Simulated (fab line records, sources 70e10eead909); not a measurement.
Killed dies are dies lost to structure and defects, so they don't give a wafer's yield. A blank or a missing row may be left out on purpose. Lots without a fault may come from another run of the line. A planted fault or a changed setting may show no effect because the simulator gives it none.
Which tool did it? | flow nand_harc | 15 lots, 45 wafers sampled, at 4 steps of a route of 1159

WHAT THE GAUGES READ, wafer by wafer
NHARC_P_STI_OVL_MEAS_10.
lot  | measured    | on         | overlay_x_nm (nm) | overlay_y_nm (nm)
L774 | day 2 10:55 | overlay-02 | -11 -12 -12       | 3 2 3
L775 | day 2 17:50 | overlay-02 | 2 2 2             | 4 4 3
L777 | day 3 02:04 | overlay-02 | -5 -4 -5          | 8 8 8
L778 | day 3 12:26 | overlay-01 | 3 3 3             | 0 1 0
L779 | day 3 16:50 | overlay-01 | 4 4 4             | -4 -3 -4
L780 | day 4 02:01 | overlay-01 | 5 5 6             | 7 7 7
L781 | day 4 02:10 | overlay-01 | -2 -3 -2          | -1 -1 0
L783 | day 4 17:50 | overlay-01 | 7 6 7             | -2 -2 -2
L784 | day 4 22:38 | overlay-02 | 3 2 2             | 2 2 2
L785 | day 5 05:05 | overlay-02 | -3 -2 -2          | 4 4 5
L796 | day 8 00:38 | overlay-01 | 1 1 0             | 6 6 6
L797 | day 8 05:13 | overlay-01 | -6 -7 -7          | -12 -11 -12

WHICH TOOL RAN EACH LOT (tool, then ch and the chambers of the sampled wafers, then the start)
lot  | NHARC_P_ZERO_WELL_DESCUM_13       | NHARC_P_ZERO_WELL_PEB_22         | NHARC_P_ZERO_WELL_DESCUM_54
L774 | rie_diel-07 ch 0,1,3, day 1 13:16 | litho_track-05 ch 0, day 1 14:14 | rie_diel-07 ch 0,2,3, day 1 17:49
L775 | rie_diel-02 ch 1,2,3, day 1 19:24 | litho_track-03 ch 0, day 1 20:30 | rie_diel-07 ch 2,3, day 1 23:48
L777 | rie_diel-07 ch 0,3, day 2 07:23   | litho_track-05 ch 0, day 2 08:29 | rie_diel-12 ch 0,1,3, day 2 12:01
L778 | rie_diel-02 ch 1,2,3, day 2 13:19 | litho_track-05 ch 0, day 2 14:23 | rie_diel-02 ch 2,3, day 2 17:40
L779 | rie_diel-12 ch 1,3, day 2 19:16   | litho_track-07 ch 0, day 2 20:22 | rie_diel-12 ch 1,2, day 2 23:49
L780 | rie_diel-12 ch 0,1,2, day 3 01:25 | litho_track-07 ch 0, day 3 02:30 | rie_diel-02 ch 0,1,3, day 3 06:03
L781 | rie_diel-12 ch 1,2, day 3 07:26   | litho_track-07 ch 0, day 3 08:32 | rie_diel-12 ch 0,3, day 3 12:06
L783 | rie_diel-02 ch 0,2,3, day 3 19:25 | litho_track-07 ch 0, day 3 20:31 | rie_diel-02 ch 0,2,3, day 4 00:06
L784 | rie_diel-12 ch 0,2,3, day 4 01:17 | litho_track-07 ch 0, day 4 02:14 | rie_diel-02 ch 0,1,2, day 4 05:33
L785 | rie_diel-12 ch 1,2, day 4 07:23   | litho_track-07 ch 0, day 4 08:29 | rie_diel-12 ch 0,2,3, day 4 12:01
L786 | rie_diel-02 ch 0,1, day 4 13:25   | litho_track-03, day 4 14:31      | rie_diel-02 ch 0,1,2, day 4 17:59
L787 | rie_diel-12 ch 0,1,2, day 4 19:24 | litho_track-07, day 4 20:32      | rie_diel-07 ch 0,2,3, day 4 23:49
L788 | rie_diel-07 ch 0,2, day 5 01:24   | litho_track-05, day 5 02:31      | rie_diel-12 ch 2,3, day 5 05:57
L796 | rie_diel-07 ch 0,1,2, day 7 01:17 | litho_track-05 ch 0, day 7 02:22 | rie_diel-02 ch 0,2,3, day 7 05:49
L797 | rie_diel-12 ch 0,2, day 7 07:25   | litho_track-05 ch 0, day 7 08:31 | rie_diel-07 ch 0,1,2, day 7 12:04
- NHARC_P_ZERO_WELL_DESCUM_13: chemistry O2, time 3 s.
- NHARC_P_ZERO_WELL_PEB_22: peb time 85 s.
- NHARC_P_ZERO_WELL_DESCUM_54: chemistry O2, time 3 s.

WHAT THE TOOLS THEMSELVES READ (means of the sampled wafers that have a number; where no wafer has one, the mark that the record gives instead)
NHARC_P_ZERO_WELL_DESCUM_13.
lot  | tool        | drypump_motor_current_A (A) | oes_product_au (a.u.) | rf_vpp_V (V) | showerhead_plenum_p_Torr (Torr) | throttle_valve_pct (%)
L774 | rie_diel-07 | 5.5                         | 0.999                 | 58.0         | 1.94                            | 11.317
L775 | rie_diel-02 | 5.7                         | 1.003                 | 57.8         | 1.95                            | 11.304
L777 | rie_diel-07 | 5.5                         | 0.997                 | 58.1         | 1.86                            | 11.309
L778 | rie_diel-02 | 5.7                         | 0.998                 | 58.5         | 1.95                            | 11.317
L779 | rie_diel-12 | 6.0                         | 0.994                 | 58.1         | 1.91                            | 11.318
L780 | rie_diel-12 | 5.5                         | 0.981                 | 58.5         | 1.99                            | 11.318
L781 | rie_diel-12 | 5.6                         | 0.983                 | 58.2         | 2.04                            | 11.313
L783 | rie_diel-02 | 5.9                         | 0.988                 | 58.1         | 1.97                            | 11.313
L784 | rie_diel-12 | 5.9                         | 0.996                 | 58.1         | 1.94                            | 11.318
L785 | rie_diel-12 | 5.6                         | 0.988                 | 59.1         | 2.04                            | 11.301
L786 | rie_diel-02 | 5.8                         | 1.002                 | 58.2         | 1.97                            | 11.320
L787 | rie_diel-12 | 5.5                         | 1.000                 | 58.2         | 1.99                            | 11.310
L788 | rie_diel-07 | 5.7                         | 1.005                 | 57.4         | 1.98                            | 11.316
L796 | rie_diel-07 | 5.5                         | 0.993                 | 58.1         | 2.02                            | 11.319
L797 | rie_diel-12 | 5.7                         | 0.994                 | 58.9         | 2.00                            | 11.318

NHARC_P_ZERO_WELL_PEB_22.
lot  | tool           | chill_plate_temp_C (C) | exhaust_pa (Pa)
L774 | litho_track-05 | 23.02                  | 44.2
L775 | litho_track-03 | 23.09                  | 44.7
L777 | litho_track-05 | 23.00                  | 45.4
L778 | litho_track-05 | 22.86                  | 45.1
L779 | litho_track-07 | 23.05                  | 44.2
L780 | litho_track-07 | 22.97                  | 44.5
L781 | litho_track-07 | 23.12                  | 44.9
L783 | litho_track-07 | 22.99                  | 44.6
L784 | litho_track-07 | 22.85                  | 44.6
L785 | litho_track-07 | 23.00                  | 45.0
L786 | litho_track-03 | -                      | -
L787 | litho_track-07 | -                      | -
L788 | litho_track-05 | -                      | -
L796 | litho_track-05 | 23.10                  | 43.9
L797 | litho_track-05 | 23.00                  | 44.4

NHARC_P_ZERO_WELL_DESCUM_54.
lot  | tool        | drypump_motor_current_A (A) | oes_product_au (a.u.) | rf_vpp_V (V) | showerhead_plenum_p_Torr (Torr) | throttle_valve_pct (%)
L774 | rie_diel-07 | 5.5                         | 0.994                 | 58.1         | 1.95                            | 11.314
L775 | rie_diel-07 | 5.4                         | 0.994                 | 57.7         | 1.99                            | 11.328
L777 | rie_diel-12 | 5.7                         | 0.998                 | 57.4         | 1.92                            | 11.315
L778 | rie_diel-02 | 5.8                         | 0.988                 | 57.8         | 1.94                            | 11.313
L779 | rie_diel-12 | 5.6                         | 0.981                 | 58.3         | 2.04                            | 11.305
L780 | rie_diel-02 | 5.8                         | 1.000                 | 57.3         | 1.95                            | 11.315
L781 | rie_diel-12 | 6.1                         | 0.997                 | 58.3         | 1.87                            | 11.310
L783 | rie_diel-02 | 6.0                         | 0.986                 | 57.6         | 1.97                            | 11.314
L784 | rie_diel-02 | 5.9                         | 0.998                 | 58.1         | 1.98                            | 11.312
L785 | rie_diel-12 | 5.9                         | 0.996                 | 57.7         | 1.94                            | 11.314
L786 | rie_diel-02 | 5.9                         | 0.998                 | 58.0         | 1.98                            | 11.311
L787 | rie_diel-07 | 5.5                         | 0.996                 | 57.7         | 1.95                            | 11.312
L788 | rie_diel-12 | 6.2                         | 1.004                 | 57.2         | 1.92                            | 11.311
L796 | rie_diel-02 | 5.9                         | 0.997                 | 58.3         | 1.96                            | 11.307
L797 | rie_diel-07 | 5.5                         | 1.000                 | 57.7         | 2.02                            | 11.304

THE ANSWER, worked out from the rows above alone
Rule: what is usual is taken from the lots themselves. Put in order of their means at a reading, lots are off if they are a third of the lots or fewer, leave a main group of 4 or more, and stand apart from it by a gap of 3 or more times the standard deviation of the main group's means; of several such gaps the widest counts. A main group whose means are all the same, to the digits that the tables above print for the reading, isn't used. A lot without any number at a reading at which 4 lots or more have one is off too. The other lots that the step has rows for count as sound. The gauges are gone through in route order, then the tools' own readings, and for those a lot's mean is taken as printed above. The first step at which some lot is off is used, and at that step the reading that is off furthest; a lot without a number counts as furthest.
Off: L786, L787, L788, at NHARC_P_ZERO_WELL_PEB_22 (chill_plate_temp_C). Without a number there: L786, L787, L788. The main group: mean 23.00 C, standard deviation 0.081.
A tool fits if, at that step or a process step before it, it ran every lot that is off, and no sound lot after the first of them. None of those tried fits.

WHAT THE SIMULATOR HAD PUT IN
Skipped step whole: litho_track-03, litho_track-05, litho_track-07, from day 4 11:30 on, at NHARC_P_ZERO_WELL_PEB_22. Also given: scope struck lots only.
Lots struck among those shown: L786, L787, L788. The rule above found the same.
